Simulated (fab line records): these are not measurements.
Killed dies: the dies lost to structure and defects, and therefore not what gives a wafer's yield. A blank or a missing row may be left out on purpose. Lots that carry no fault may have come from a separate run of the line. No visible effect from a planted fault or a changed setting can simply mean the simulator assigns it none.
fab line records	flow n5-finfet
record: lots: 9	wafers: 26	last-day: 15
route steps=1938 shown BEOL_M0_SAQP@698 BEOL_M0_CUTY@710 BEOL_M0@718 BEOL_M4@1111 PASSIVATION@1936
lots with no fault: from the same line, run without faults
start-h: the number of hours between the record's first day and the start of the first shown wafer of the lot	wait-h: how many hours have passed since the lot's step before this one	" repeats the value in the row above	L1.1+2: one row covering several wafers at once	- either no value or no given start	* or withheld: withheld	< > ~ a bound
route shown NAME@n: NAME is a module with steps in the file, n the number in the route of the first one	usual: mean/standard deviation taken from wafers without a fault	same: alike in all rows	chamber/n: place in a boat	sites: per-site readings	_std_site: how widely they spread, as a standard deviation	_edge_site: inner sites' mean taken away from outer sites' mean	radius-mm: for every site, how far away it sits from the centre of the wafer	mask NAME#n: copy n	behind: the last tool/chamber to shape the wafer	hold: the reason the lot was held/the length of the hold in hours/how it ended	device: names the non-switching transistor (n, p or np)	end of line: tests run on the same wafers once the route is complete	a step given without rows: its recipe and nothing more	killed: not the wafer's yield, but the dies lost to structure and defects at the first sort	map: the dies of a wafer, with x for killed, . for not killed, _ for no die there
set.NAME: the setting the step ran with; set.NAME@STEP: the setting that earlier step ran with	model.NAME: the simulator's own value behind a step, which no gauge read
one table for each step of the route and one row for each wafer, over a sample of lots
services: from which hour (start-h, from the record's first day; less than 0 if before it) a tool's chamber was out of use, for how many hours, and why
== steps ==
step: N5_BEOL_M0_SAQP_ALD_48
recipe: material: SiO2	target-thk-a: 200	temp-c: 100	ald-precursor-family: BDEAS	ald-co-reactant: O2-plasma	pulse-time-s: 1	co-reactant-pulse-time-s: 1	purge-time-s: 2	co-reactant-purge-time-s: 2	ald-cycles: 139	pressure-torr: 2
usual: heater-power-w: 79/8.6	precursor-pulse-height-rel: 1.001/0.02
same: co-reactant-purge-time-s: 2	purge-time-s: 2
lot.wafer	tool	chamber	start-h	wait-h	heater-power-w	precursor-pulse-height-rel
L630.3	ald-sin-01	0	117.15	0.3	79	1.048
L630.5	"	3	"	"	68	1.004
L630.6	"	2	"	"	62	1.011
L633.1	ald-sin-01	3	137.58	0.0	67	0.976
L633.3	"	1	"	"	76	1.009
L633.6	"	0	"	"	81	0.983
L637.2	ald-sin-01	0	157.56	0.0	83	1.015
L637.4	"	1	"	"	78	1.017
L638.4	ald-sin-01	2	161.23	0.0	62	0.990
L638.5	"	3	"	"	66	0.987
L638.6	"	0	"	"	85	1.000
L641.1	ald-sin-01	2	184.93	0.0	62	1.019
L641.2	"	3	"	"	67	1.004
L641.4	"	1	"	"	77	0.976
L642.2	ald-sin-01	3	188.78	0.4	67	1.006
L642.3	"	1	"	"	80	0.981
L642.6	"	0	"	"	80	0.983
L643.1	ald-sin-02	3	198.64	0.0	85	0.997
L643.2	"	2	"	"	79	1.013
L643.4	"	1	"	"	79	0.974
L647.2	ald-sin-02	2	219.61	0.0	79	0.960
L647.4	"	1	"	"	78	1.023
L647.6	"	1	"	"	80	1.016
L649.2	ald-sin-03	2	232.11	0.2	84	1.007
L649.3	"	1	"	"	84	0.998
L649.5	"	3	"	"	87	1.006
step: N5_BEOL_M0_CUTY_INSPECT_59
recipe: mode: adi	inspect-instrument: macro
usual: raw-defect-count: 2.0/1.3
lot.wafer	tool	chamber	start-h	wait-h	raw-defect-count
L630.3	defect-inspect-01	-	118.23	0.0	2
L630.5	"	-	"	"	2
L630.6	"	-	"	"	4
L633.1	defect-inspect-01	-	138.65	0.0	1
L633.3	"	-	"	"	2
L633.6	"	-	"	"	0
L637.2	defect-inspect-01	-	158.51	0.0	0
L637.4	"	-	"	"	2
L638.4	defect-inspect-02	-	162.50	0.0	>300
L638.5	"	-	"	"	>300
L638.6	"	-	"	"	>300
L641.1	defect-inspect-01	-	186.76	0.0	>300
L641.2	"	-	"	"	>300
L641.4	"	-	"	"	>300
L642.2	defect-inspect-01	-	189.73	0.0	>300
L642.3	"	-	"	"	>300
L642.6	"	-	"	"	>300
L643.1	defect-inspect-01	-	199.71	0.0	2
L643.2	"	-	"	"	3
L643.4	"	-	"	"	4
L647.2	defect-inspect-01	-	220.56	0.0	0
L647.4	"	-	"	"	2
L647.6	"	-	"	"	3
L649.2	defect-inspect-02	-	233.14	0.0	1
L649.3	"	-	"	"	3
L649.5	"	-	"	"	1
step: N5_BEOL_M0_CUTY_DESCUM_61
recipe: chemistry: O2	time-s: 7.9	source-power-w: 50	bias-power-w: 20	pressure-mtorr: 20	rf-frequency-hz: 2.712e+07	temp-c: 40	resist: CAR-ArF-block	o2-flow-sccm: 225
usual: drypump-motor-current-A: 5.7/0.41	oes-product-au: 0.79/0.084	rf-vpp-V: 242.9/1.4	showerhead-plenum-p-Torr: 2.09/0.072	throttle-valve-pct: 20.53/0.18
lot.wafer	tool	chamber	start-h	wait-h	drypump-motor-current-A	oes-product-au	rf-hours-counter-h	rf-vpp-V	showerhead-plenum-p-Torr	throttle-valve-pct
L630.3	rie-diel-02	1	118.62	0.4	5.5	0.72	184	243.6	2.19	20.82
L630.5	"	0	"	"	5.3	0.92	-	244.3	2.11	20.47
L630.6	"	3	"	"	5.8	0.87	-	245.5	2.24	20.51
L633.1	rie-diel-02	2	138.68	0.0	5.0	0.73	184	242.2	2.09	20.51
L633.3	"	0	"	"	5.3	0.91	28	244.4	2.11	20.43
L633.6	"	1	"	"	5.5	0.72	-	243.9	2.19	20.81
L637.2	rie-diel-06	0	158.70	0.2	6.0	0.65	269	243.6	2.12	20.52
L637.4	"	0	"	"	6.0	0.66	-	243.6	2.12	20.51
L638.4	rie-diel-02	3	162.55	0.0	5.8	0.86	-	244.7	2.24	20.54
L638.5	"	0	"	"	5.3	0.90	-	243.3	2.10	20.46
L638.6	"	2	"	"	5.0	0.73	-	241.8	2.09	20.52
L641.1	rie-diel-02	3	186.81	0.0	5.7	0.85	58	244.8	2.23	20.56
L641.2	"	1	"	"	5.5	0.72	203	244.6	2.19	20.84
L641.4	"	2	"	"	5.0	0.71	203	242.3	2.08	20.53
L642.2	rie-diel-04	3	189.76	0.0	5.7	0.72	201	243.0	2.08	20.71
L642.3	"	0	"	"	6.1	0.78	111	242.1	2.03	20.49
L642.6	"	0	"	"	6.1	0.78	-	242.0	2.03	20.48
L643.1	rie-diel-04	1	199.78	0.1	5.4	0.89	63	242.8	2.11	20.39
L643.2	"	3	"	"	5.7	0.72	205	243.7	2.08	20.71
L643.4	"	2	"	"	6.4	0.73	191	242.0	1.99	20.35
L647.2	rie-diel-02	0	220.59	0.0	5.3	0.86	59	243.4	2.10	20.51
L647.4	"	3	"	"	5.7	0.82	70	243.8	2.23	20.55
L647.6	"	1	"	"	5.6	0.71	-	243.2	2.18	20.83
L649.2	rie-diel-04	1	233.17	0.0	5.4	0.85	76	243.7	2.11	20.42
L649.3	"	0	"	"	6.1	0.76	123	242.9	2.02	20.50
L649.5	"	2	"	"	6.4	0.72	-	240.2	1.98	20.37
step: N5_BEOL_M0_STRIP_104
recipe: chemistry: N2/H2	power-w: 450	temp-c: 40	pressure-mtorr: 20	rf-frequency-hz: 6e+07	overash-fraction: 0.3	bias-power-w: 7	h2-frac: 0.5	n2-flow-sccm: 200	h2-flow-sccm: 200
usual: drypump-motor-current-A: 5.6/0.36	oes-product-au: 0.77/0.097	rf-vpp-V: 59.1/1.7	showerhead-plenum-p-Torr: 2.54/0.083	throttle-valve-pct: 23.77/0.18
lot.wafer	tool	chamber	start-h	wait-h	drypump-motor-current-A	oes-product-au	rf-hours-counter-h	rf-vpp-V	showerhead-plenum-p-Torr	throttle-valve-pct
L630.3	rie-diel-02	2	120.65	0.0	5.0	0.74	178	61.1	2.52	23.63
L630.5	"	0	"	"	5.3	0.92	-	59.5	2.60	23.95
L630.6	"	1	"	"	5.5	0.73	-	60.8	2.64	23.78
L633.1	rie-diel-06	3	140.90	0.0	5.9	0.70	232	59.8	2.51	24.07
L633.3	"	0	"	"	6.0	0.67	261	57.7	2.58	23.71
L633.6	"	0	"	"	6.0	0.66	-	63.4	2.58	23.71
L637.2	rie-diel-06	3	159.37	0.0	5.9	0.69	241	59.4	2.50	24.09
L637.4	"	0	"	"	6.0	0.65	-	59.9	2.58	23.71
L638.4	rie-diel-06	3	163.07	0.0	5.9	0.69	-	58.0	2.50	24.07
L638.5	"	0	"	"	6.0	0.66	-	58.9	2.58	23.74
L638.6	"	2	"	"	5.3	0.72	-	58.9	2.41	23.86
L641.1	rie-diel-04	1	188.03	0.0	5.4	0.89	59	60.0	2.57	23.77
L641.2	"	2	"	"	6.4	0.71	187	54.4	2.43	23.54
L641.4	"	0	"	"	6.1	0.78	110	61.7	2.44	23.41
L642.2	rie-diel-02	2	191.30	0.0	5.0	0.71	204	61.9	2.51	23.65
L642.3	"	0	"	"	5.3	0.87	49	59.8	2.58	24.00
L642.6	"	0	"	"	5.3	0.88	-	58.4	2.58	23.97
L643.1	rie-diel-02	0	205.28	0.0	5.3	0.87	54	60.3	2.58	23.99
L643.2	"	1	"	"	5.5	0.71	210	61.9	2.63	23.79
L643.4	"	3	"	"	5.8	0.84	65	59.5	2.67	23.68
L647.2	rie-diel-06	0	221.25	0.0	5.9	1.01	1	60.7	2.57	23.40
L647.4	"	2	"	"	5.2	0.70	-	61.9	2.40	23.90
L647.6	"	1	"	"	6.1	0.70	-	60.7	2.59	23.82
L649.2	rie-diel-02	1	233.86	0.0	5.6	0.70	220	59.4	2.62	23.78
L649.3	"	3	"	"	5.8	0.82	76	59.3	2.67	23.68
L649.5	"	0	"	"	5.3	0.85	-	59.6	2.58	23.99
step: N5_BEOL_M0_ETCH_128
recipe: chemistry: CF4/N2	target-depth-a: 120	overetch-a: 51	target: SiCN	time-s: 21.4	ion-energy-ev: 150	pressure-mtorr: 40	source-w: 430	bias-w: 70	Ar_flow_sccm: 100	cf4-flow-sccm: 60	n2-flow-sccm: 60
usual: drypump-motor-current-A: 5.6/0.38	oes-product-au: 0.53/0.06	rf-vpp-V: 382.6/2.1	showerhead-plenum-p-Torr: 2.22/0.069	throttle-valve-pct: 15.59/0.23
lot.wafer	tool	chamber	start-h	wait-h	drypump-motor-current-A	oes-product-au	rf-hours-counter-h	rf-vpp-V	showerhead-plenum-p-Torr	throttle-valve-pct
L630.3	rie-diel-06	0	120.78	0.0	5.9	0.46	253	384.8	2.25	15.57
L630.5	"	0	"	"	6.0	0.46	-	382.9	2.25	15.59
L630.6	"	3	"	"	5.9	0.49	-	382.9	2.18	16.03
L633.1	rie-diel-04	0	141.53	0.5	6.2	0.55	95	380.5	2.14	15.41
L633.3	"	2	"	"	6.4	0.50	172	379.7	2.11	15.41
L633.6	"	0	"	"	6.1	0.55	-	380.0	2.14	15.39
L637.2	rie-diel-02	3	159.49	0.0	5.7	0.59	48	386.6	2.32	15.25
L637.4	"	1	"	"	5.6	0.50	200	385.1	2.29	15.76
L638.4	rie-diel-04	0	163.18	0.0	6.1	0.54	103	380.2	2.14	15.43
L638.5	"	1	"	"	5.4	0.58	-	383.4	2.23	15.36
L638.6	"	2	"	"	6.4	0.52	-	379.9	2.11	15.44
L641.1	rie-diel-04	2	188.15	0.0	6.4	0.51	187	379.3	2.11	15.44
L641.2	"	0	"	"	6.2	0.55	110	381.4	2.14	15.45
L641.4	"	3	"	"	5.6	0.49	201	381.5	2.20	15.77
L642.2	rie-diel-06	0	191.53	0.1	6.0	0.45	284	384.5	2.23	15.65
L642.3	"	2	"	"	5.3	0.50	217	379.4	2.10	15.71
L642.6	"	3	"	"	5.9	0.48	-	380.8	2.17	16.09
L643.1	rie-diel-06	2	205.61	0.2	5.3	0.48	224	380.0	2.10	15.75
L643.2	"	3	"	"	5.9	0.47	261	381.4	2.17	16.12
L643.4	"	1	"	"	6.1	0.48	-	383.3	2.27	15.83
L647.2	rie-diel-06	2	221.85	0.5	5.3	0.48	231	380.4	2.10	15.74
L647.4	"	0	"	"	5.9	0.68	-	383.0	2.23	15.06
L647.6	"	2	"	"	5.3	0.49	-	380.1	2.10	15.76
L649.2	rie-diel-06	2	234.21	0.3	5.3	0.48	235	379.3	2.10	15.77
L649.3	"	0	"	"	5.9	0.65	6	384.0	2.23	15.08
L649.5	"	0	"	"	6.0	0.67	-	383.5	2.23	15.09
step: N5_BEOL_M4_RC_MEAS_101
usual: DIBL_N: 36.3/1.6	DIBL_P: 36.2/2.1	IOFF_N: 0.16/0.031	IOFF_P: 0.21/0.034	ION_N: 673/11	ION_P: 461/7.4	SS_N: 71.6/0.55	SS_P: 73.3/0.66	VT_N: 251/3.2	VT_P: -251/3.5
lot.wafer	tool	chamber	start-h	wait-h	DIBL_N[mV/V]	DIBL_P[mV/V]	IOFF_N[nA/um]	IOFF_P[nA/um]	ION_N[uA/um]	ION_P[uA/um]	SS_N[mV/dec]	SS_P[mV/dec]	VT_N[mV]	VT_P[mV]
L630.3	prober-02	0	159.98	0.3	36.3	36.0	0.14	0.21	683	471	71.0	73.8	254	-254
L630.5	"	0	"	"	36.8	36.5	0.14	0.21	665	462	71.5	73.4	253	-253
L630.6	"	0	"	"	38.4	37.9	0.17	0.25	676	464	71.2	74.0	250	-251
L633.1	prober-02	0	185.05	0.0	36.0	35.8	0.14	0.22	661	460	72.0	73.4	255	-250
L633.3	"	0	"	"	38.8	39.2	0.20	0.28	679	467	71.9	74.3	249	-244
L633.6	"	0	"	"	38.9	39.4	0.19	0.28	675	473	72.2	74.7	248	-244
L638.4	prober-02	0	206.67	0.5	34.8	35.7	0.14	0.18	652	452	70.9	72.8	247	-252
L638.5	"	0	"	"	36.3	37.0	0.16	0.19	679	461	71.2	73.4	250	-254
L638.6	"	0	"	"	37.1	38.3	0.18	0.22	665	455	71.7	74.2	246	-250
L637.2	prober-01	0	209.78	0.2	34.9	32.9	0.12	0.18	653	457	71.0	73.2	255	-252
L637.4	"	0	"	"	35.7	33.0	0.14	0.19	677	462	70.8	72.8	251	-253
L641.1	prober-02	0	229.28	0.0	34.2	36.2	0.13	0.19	672	466	70.9	72.7	253	-252
L641.2	"	0	"	"	36.8	39.3	0.18	0.24	669	461	72.6	73.5	246	-248
L641.4	"	0	"	"	36.3	38.6	0.17	0.24	689	475	71.2	74.0	247	-247
L642.2	prober-01	0	236.46	0.2	37.8	37.6	0.15	0.21	675	460	72.0	73.3	252	-253
L642.3	"	0	"	"	38.2	37.3	0.17	0.19	673	450	72.4	73.8	249	-257
L642.6	"	0	"	"	36.2	36.6	0.14	0.18	660	453	71.2	73.5	251	-256
L643.1	prober-01	0	245.71	0.0	36.4	38.2	0.18	0.25	687	474	71.8	73.9	246	-248
L643.2	"	0	"	"	35.1	35.3	0.15	0.19	670	457	71.4	73.2	249	-250
L643.4	"	0	"	"	38.9	40.0	0.22	0.27	682	467	72.6	74.5	246	-250
L647.2	prober-01	0	261.83	0.2	37.7	38.2	0.18	0.22	687	465	71.7	73.5	249	-252
L647.4	"	0	"	"	37.0	36.0	0.15	0.20	668	461	72.2	73.6	250	-255
L647.6	"	0	"	"	38.1	37.4	0.19	0.23	676	464	72.0	73.1	250	-248
L649.2	prober-01	0	273.49	0.2	36.9	37.1	0.16	0.18	670	454	71.6	73.1	251	-258
L649.3	"	0	"	"	33.8	33.7	0.11	0.13	662	446	70.9	72.7	256	-262
L649.5	"	0	"	"	36.6	37.1	0.16	0.17	682	459	71.5	73.2	249	-258
step: N5_PASSIVATION_PROBE_49
usual: defect-limited-yield: 91.5/1.5	killed_at_M0_to_M3: 32/9.4	killed_at_M4_up: 12/5.1	killed-at-contacts: 11/7.4	killed-at-front-end: 41/11	killed-at-other: 3.4/2.5	killed-dies: 100/17	killed-open: 65/14	killed-short: 33/7	sort_bin_5_function: 4.9/0.96	sort_bin_6_memory: 3.1/0.7	sort-n-pass: 1080/17	sort-yield-pct: 91.5/1.5
same: gross-dies: 1180	killed-at-back-side: 0	sort_bin_4_leakage[%]: 0	sort_bin_8_speed[%]: 0
lot.wafer	tool	chamber	start-h	wait-h	defect-limited-yield[%]	killed_at_M0_to_M3	killed_at_M4_up	killed-at-contacts	killed-at-front-end	killed-at-other	killed-dies	killed-open	killed-short	sort_bin_5_function[%]	sort_bin_6_memory[%]	sort-n-pass	sort-yield-pct[%]
L638.4	prober-02	-	300.84	0.2	81.4	158	9	9	40	4	220	57	27	11.8	3.7	960	81.4
L638.5	prober-02	-	300.89	0.2	83.1	133	10	11	43	3	200	49	35	11.4	3.3	980	83.1
L638.6	prober-02	-	300.94	0.3	82.9	150	4	6	38	4	202	48	26	10.4	3.8	978	82.9
L637.2	prober-02	-	304.45	0.1	92.4	30	7	16	36	1	90	59	30	4.3	3.1	1090	92.4
L637.4	prober-02	-	304.55	0.2	92.3	34	12	7	37	1	91	62	28	5.1	2.5	1089	92.3
L642.2	prober-01	-	326.44	0.1	79.8	157	11	10	49	11	238	61	52	12.0	4.7	942	79.8
L642.3	prober-01	-	326.49	0.1	80.6	156	2	10	58	3	229	73	26	12.3	4.1	951	80.6
L642.6	prober-01	-	326.64	0.3	82.0	156	8	12	35	1	212	62	21	11.7	3.6	968	82.0
L641.1	prober-01	-	327.45	0.0	81.2	149	20	8	39	6	222	57	35	12.6	3.2	958	81.2
L641.2	prober-01	-	327.50	0.1	82.5	145	8	5	46	3	207	59	34	10.7	3.6	973	82.5
L641.4	prober-01	-	327.60	0.2	82.7	142	8	14	38	2	204	56	27	11.4	3.6	976	82.7
L643.1	prober-02	-	339.74	0.0	91.7	40	15	6	30	7	98	67	30	5.1	2.9	1082	91.7
L643.2	prober-02	-	339.79	0.1	91.5	26	15	7	51	1	100	65	35	6.0	2.3	1080	91.5
L643.4	prober-02	-	339.89	0.2	91.4	28	8	14	51	1	102	68	33	4.9	3.4	1078	91.4
killed by level:class
L638.4 BEOL_M0_SAQP:unspecified=133 ILD0:geometric-particle:open=9 MOL_CONTACT_COAG:geometric-particle:open=8 BEOL_M0_SAQP:geometric-particle:open=8 BEOL_M0_SAQP:geometric-particle:short=7 DUMMY_GATE:geometric-particle:open=6 ILD0:geometric-particle:short=6 STARTING-WAFER:geometric-particle:open=5
L638.5 BEOL_M0_SAQP:unspecified=115 DUMMY_GATE:geometric-particle:open=10 MOL_CONTACT_COAG:geometric-particle:open=9 FIN_SAQP:geometric-particle:short=8 FIN_SAQP:geometric-particle:open=6 BEOL_M0_SAQP:geometric-particle:open=6 BEOL_M0_SAQP:geometric-particle:short=5 ILD0:geometric-particle:short=3
L638.6 BEOL_M0_SAQP:unspecified=128 FIN_SAQP:geometric-particle:open=8 DUMMY_GATE:geometric-particle:open=8 GATE_CUT:geometric-particle:short=6 MOL_CONTACT_COAG:geometric-particle:open=5 BEOL_M1:geometric-particle:open=5 STI_FIN_REVEAL:geometric-particle:open=4 BEOL_M0_SAQP:geometric-particle:short=4
L637.2 MOL_CONTACT_COAG:geometric-particle:open=12 FIN_SAQP:geometric-particle:open=9 FIN_SAQP:geometric-particle:short=9 BEOL_M3:geometric-particle:open=8 BEOL_M1:geometric-particle:open=6 BEOL_M0_SAQP:geometric-particle:open=6 BEOL_M3:geometric-particle:short=5 STI_FIN_REVEAL:geometric-particle:open=4
L637.4 FIN_SAQP:geometric-particle:open=11 FIN_SAQP:geometric-particle:short=10 BEOL_M2:geometric-particle:open=10 MOL_CONTACT_COAG:geometric-particle:open=5 DUMMY_GATE:geometric-particle:open=5 BEOL_M0_SAQP:geometric-particle:open=5 BEOL_M0:geometric-particle:open=5 BEOL_M4:geometric-particle:short=5
L642.2 BEOL_M0_SAQP:unspecified=115 BEOL_M0_SAQP:geometric-particle:short=14 FIN_SAQP:geometric-particle:short=11 HKMG_FIN:area-etch=10 FIN_SAQP:geometric-particle:open=9 MOL_CONTACT_COAG:geometric-particle:open=8 BEOL_M0_SAQP:geometric-particle:open=8 BEOL_M3:geometric-particle:short=6
L642.3 BEOL_M0_SAQP:unspecified=121 FIN_SAQP:geometric-particle:open=16 BEOL_M2:geometric-particle:open=11 STI_FIN_REVEAL:geometric-particle:open=9 HKMG_FIN:area-etch=9 MOL_CONTACT_COAG:geometric-particle:open=8 DUMMY_GATE:geometric-particle:open=7 BEOL_M0_SAQP:geometric-particle:open=7
L642.6 BEOL_M0_SAQP:unspecified=119 MOL_CONTACT_COAG:geometric-particle:open=11 HKMG_FIN:area-etch=10 BEOL_M1:geometric-particle:open=8 BEOL_M0_SAQP:geometric-particle:open=8 STI_FIN_REVEAL:geometric-particle:open=7 BEOL_M0_SAQP:geometric-particle:short=7 BEOL_M3:geometric-particle:open=7
L641.1 BEOL_M0_SAQP:unspecified=129 STI_FIN_REVEAL:geometric-particle:open=10 FIN_SAQP:geometric-particle:open=9 FIN_SAQP:geometric-particle:short=8 BEOL_M4:geometric-particle:open=8 MOL_CONTACT_COAG:geometric-particle:open=6 BEOL_M0_SAQP:geometric-particle:open=4 BEOL_M3:geometric-particle:open=4
L641.2 BEOL_M0_SAQP:unspecified=112 FIN_SAQP:geometric-particle:open=12 STI_FIN_REVEAL:geometric-particle:open=10 BEOL_M2:geometric-particle:open=9 FIN_SAQP:geometric-particle:short=8 BEOL_M0_SAQP:geometric-particle:short=5 BEOL_M3:geometric-particle:open=4 GATE_CUT:geometric-particle:short=4
L641.4 BEOL_M0_SAQP:unspecified=121 STI_FIN_REVEAL:geometric-particle:open=10 MOL_CONTACT_COAG:geometric-particle:open=10 FIN_SAQP:geometric-particle:open=6 BEOL_M0_SAQP:geometric-particle:open=6 DUMMY_GATE:geometric-particle:open=5 FIN_SAQP:geometric-particle:short=4 MOL_CONTACT_COAG:geometric-particle:short=4
L643.1 BEOL_M0_SAQP:geometric-particle:short=12 BEOL_M0_SAQP:geometric-particle:open=12 BEOL_M1:geometric-particle:open=7 BEOL_M4:geometric-particle:open=6 PASS1_DEP:geometric-particle:open=6 DUMMY_GATE:geometric-particle:open=5 MOL_CONTACT_COAG:geometric-particle:open=5 BEOL_M3:geometric-particle:open=5
L643.2 STI_FIN_REVEAL:geometric-particle:open=14 FIN_SAQP:geometric-particle:short=12 BEOL_M0_SAQP:geometric-particle:short=8 BEOL_M0_SAQP:geometric-particle:open=8 FIN_SAQP:geometric-particle:open=7 MOL_CONTACT_COAG:geometric-particle:open=5 DUMMY_GATE:geometric-particle:open=4 GATE_CUT:geometric-particle:open=4
L643.4 FIN_SAQP:geometric-particle:open=15 MOL_CONTACT_COAG:geometric-particle:open=13 FIN_SAQP:geometric-particle:short=10 BEOL_M0_SAQP:geometric-particle:open=9 STI_FIN_REVEAL:geometric-particle:open=4 DUMMY_GATE:geometric-particle:open=4 BEOL_M2:geometric-particle:open=4 BEOL_M0_SAQP:geometric-particle:short=3
== services ==
tool	chamber	start-h	hours	kind
ald-sin-02	0	99.44	-	clean
ald-sin-02	1	99.44	-	clean
rie-diel-06	1	102.88	93.9	repair
ald-sin-02	0	104.27	2.5	repair
rie-diel-04	3	109.30	9.0	repair
ald-sin-01	2	137.36	3.6	repair
ald-sin-03	0	150.53	8.9	repair
rie-diel-02	1	162.23	15.8	repair
rie-diel-02	-	192.75	0.2	repair
rie-diel-06	0	198.38	-	clean
rie-diel-06	0	198.38	-	consumable-replace:focus-ring
rie-diel-06	0	198.38	20.0	scheduled-down
rie-diel-06	0	198.38	20.0	vent-cycle
ald-sin-02	-	207.28	6.1	pm
rie-diel-04	0	208.52	8.1	repair
rie-diel-06	3	218.47	-	clean
rie-diel-06	3	218.47	-	consumable-replace:focus-ring
rie-diel-06	3	218.47	14.5	scheduled-down
rie-diel-06	3	218.47	14.5	vent-cycle
rie-diel-06	-	224.00	4.3	pm
rie-diel-06	1	232.93	-	clean
rie-diel-06	1	232.93	-	consumable-replace:focus-ring
rie-diel-06	1	232.93	23.5	scheduled-down
rie-diel-06	1	232.93	23.5	vent-cycle
== key ==
first-sign: step: N5_BEOL_M0_CUTY_INSPECT_59	reading: raw-defect-count	direction: up	sigmas: 99+	usual: 2.0	struck: >300
effect: step: N5_PASSIVATION_PROBE_49	reading: killed_at_M0_to_M3	direction: up	sigmas: 13	usual: 32	struck: 150
more-kills-born-at: N5_BEOL_M0_SAQP_ALD_48@ald-sin-01: 1093
met-at N5_BEOL_M0_SAQP_ALD_48
struck-lots L638,L641,L642
baseline-loss: step: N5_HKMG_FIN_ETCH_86	wafers: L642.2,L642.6
not-acting-at N5_BEOL_M0_CUTY_DESCUM_61,N5_BEOL_M0_STRIP_104,N5_BEOL_M0_ETCH_128
onset-between 157.56 161.23
fault: kind: chamber-particle-source	tool: ald-sin-01	chamber: -	onset-h: 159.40	steps: N5_BEOL_M0_SAQP_ALD_48	rate-per-visit-cm2: 0.9251	end-h: 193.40
baseline-loss: these wafers lose ten dies or more at that step, a loss of the line's own and not of a fault; the sort's usual values leave them out
